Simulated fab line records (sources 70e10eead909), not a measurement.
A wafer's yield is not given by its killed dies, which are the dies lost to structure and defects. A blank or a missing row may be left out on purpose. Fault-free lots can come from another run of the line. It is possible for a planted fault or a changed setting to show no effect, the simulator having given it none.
Tool commonality check || flow nand harc || 13 lots, 39 wafers sampled

WHY THIS WAS OPENED
At NHARC_P_GATE_CD_MEAS_26 the reading cd nm is flagged on 1 of 13 lots. Wafers without a fault read 119.4 nm, standard deviation 0.68.
Rule: a lot is flagged when every wafer of it that has a number lies more than 4 standard deviations from that mean, or none has a number. The other lots count as sound.

{"lot": "L681", "measured": "day 4 23:44", "on": "cd sem-02", "cd nm (nm), wafer by wafer": "119.5 118.7 118.8", "flag": ""}
{"lot": "L682", "measured": "day 5 00:04", "on": "cd sem-03", "cd nm (nm), wafer by wafer": "120.7 119.5 120.0", "flag": ""}
{"lot": "L684", "measured": "day 5 14:17", "on": "cd sem-02", "cd nm (nm), wafer by wafer": "120.0 119.8 120.3", "flag": ""}
{"lot": "L686", "measured": "day 5 22:24", "on": "cd sem-01", "cd nm (nm), wafer by wafer": "119.7 118.0 118.8", "flag": ""}
{"lot": "L687", "measured": "day 6 04:28", "on": "cd sem-03", "cd nm (nm), wafer by wafer": "119.9 119.2 118.8", "flag": ""}
{"lot": "L689", "measured": "day 6 12:46", "on": "cd sem-02", "cd nm (nm), wafer by wafer": "119.3 118.5 118.5", "flag": ""}
{"lot": "L688", "measured": "day 6 13:22", "on": "cd sem-02", "cd nm (nm), wafer by wafer": "118.6 119.2 118.1", "flag": ""}
{"lot": "L690", "measured": "day 6 20:19", "on": "cd sem-01", "cd nm (nm), wafer by wafer": "119.4 118.8 118.9", "flag": ""}
{"lot": "L691", "measured": "day 7 02:28", "on": "cd sem-02", "cd nm (nm), wafer by wafer": "119.8 119.7 118.9", "flag": ""}
{"lot": "L694", "measured": "day 7 19:37", "on": "cd sem-03", "cd nm (nm), wafer by wafer": "118.7 118.4 120.4", "flag": ""}
{"lot": "L693", "measured": "day 7 20:57", "on": "cd sem-01", "cd nm (nm), wafer by wafer": "106.0 105.6 106.2", "flag": "FLAGGED"}
{"lot": "L702", "measured": "day 10 01:52", "on": "cd sem-01", "cd nm (nm), wafer by wafer": "118.1 119.3 120.0", "flag": ""}
{"lot": "L704", "measured": "day 10 08:43", "on": "cd sem-01", "cd nm (nm), wafer by wafer": "119.7 119.2 119.5", "flag": ""}
The mean of the flagged lots' numbers is 105.9 nm, -13.5 nm from the usual (-20 standard deviations).

WHICH TOOL RAN EACH LOT
The record keeps 1 process step preceding the reading, out of 1159 steps on the route. Every cell lists first the tool, next ch and the chambers used by the sampled wafers, and last the start.
{"lot": "L681", "flag": "", "NHARC_P_GATE_EXPOSE_23": "arfi scanner-03 ch 0, day 4 23:35"}
{"lot": "L682", "flag": "", "NHARC_P_GATE_EXPOSE_23": "arfi scanner-02 ch 0, day 4 23:55"}
{"lot": "L684", "flag": "", "NHARC_P_GATE_EXPOSE_23": "arfi scanner-03 ch 0, day 5 14:09"}
{"lot": "L686", "flag": "", "NHARC_P_GATE_EXPOSE_23": "arfi scanner-02 ch 0, day 5 22:16"}
{"lot": "L687", "flag": "", "NHARC_P_GATE_EXPOSE_23": "arfi scanner-01 ch 0, day 6 04:19"}
{"lot": "L689", "flag": "", "NHARC_P_GATE_EXPOSE_23": "arfi scanner-01 ch 0, day 6 12:37"}
{"lot": "L688", "flag": "", "NHARC_P_GATE_EXPOSE_23": "arfi scanner-02 ch 0, day 6 13:14"}
{"lot": "L690", "flag": "", "NHARC_P_GATE_EXPOSE_23": "arfi scanner-01 ch 0, day 6 20:11"}
{"lot": "L691", "flag": "", "NHARC_P_GATE_EXPOSE_23": "arfi scanner-01 ch 0, day 7 02:19"}
{"lot": "L694", "flag": "", "NHARC_P_GATE_EXPOSE_23": "arfi scanner-03 ch 0, day 7 19:29"}
{"lot": "L693", "flag": "FLAGGED", "NHARC_P_GATE_EXPOSE_23": "arfi scanner-02 ch 0, day 7 20:49"}
{"lot": "L702", "flag": "", "NHARC_P_GATE_EXPOSE_23": "arfi scanner-02 ch 0, day 10 01:44"}
{"lot": "L704", "flag": "", "NHARC_P_GATE_EXPOSE_23": "arfi scanner-02 ch 0, day 10 08:34"}
What these steps do:
- NHARC_P_GATE_EXPOSE_23: exposes mask P GATE, target cd 120 nm.
- NHARC_P_GATE_CD_MEAS_26: target cd 120 nm.

FLAGGED OVER TOTAL, TOOL BY TOOL (the gauges that took the reading come last)
{"step": "NHARC_P_GATE_EXPOSE_23", "tool": "arfi scanner-01", "lots run": 4, "flagged": 0, "share of the flagged lots": "none", "sound lots run after its first flagged lot": "-"}
{"step": "NHARC_P_GATE_EXPOSE_23", "tool": "arfi scanner-02", "lots run": 6, "flagged": 1, "share of the flagged lots": "all", "sound lots run after its first flagged lot": "2 (L702,L704)"}
{"step": "NHARC_P_GATE_EXPOSE_23", "tool": "arfi scanner-03", "lots run": 3, "flagged": 0, "share of the flagged lots": "none", "sound lots run after its first flagged lot": "-"}
{"step": "NHARC_P_GATE_CD_MEAS_26", "tool": "cd sem-01", "lots run": 5, "flagged": 1, "share of the flagged lots": "all", "sound lots run after its first flagged lot": "2 (L702,L704)"}
{"step": "NHARC_P_GATE_CD_MEAS_26", "tool": "cd sem-02", "lots run": 5, "flagged": 0, "share of the flagged lots": "none", "sound lots run after its first flagged lot": "-"}
{"step": "NHARC_P_GATE_CD_MEAS_26", "tool": "cd sem-03", "lots run": 3, "flagged": 0, "share of the flagged lots": "none", "sound lots run after its first flagged lot": "-"}

WHAT THE TABLE PERMITS
Table rows that saw every flagged lot: 2, namely arfi scanner-02 at NHARC_P_GATE_EXPOSE_23 and cd sem-01 at NHARC_P_GATE_CD_MEAS_26.
- arfi scanner-02 at NHARC_P_GATE_EXPOSE_23 ran 6 lots, 1 of them flagged. Sound lots ran on it after the first flagged one (L702, L704), which a lasting fault on the whole tool wouldn't allow.
- cd sem-01 at NHARC_P_GATE_CD_MEAS_26 ran 5 lots, 1 of them flagged. Sound lots ran on it after the first flagged one (L702, L704), which a lasting fault on the whole tool wouldn't allow.
Not one row of the table ran every flagged lot while running no sound lot after the first.

WHAT THE SIMULATOR HAD PUT IN
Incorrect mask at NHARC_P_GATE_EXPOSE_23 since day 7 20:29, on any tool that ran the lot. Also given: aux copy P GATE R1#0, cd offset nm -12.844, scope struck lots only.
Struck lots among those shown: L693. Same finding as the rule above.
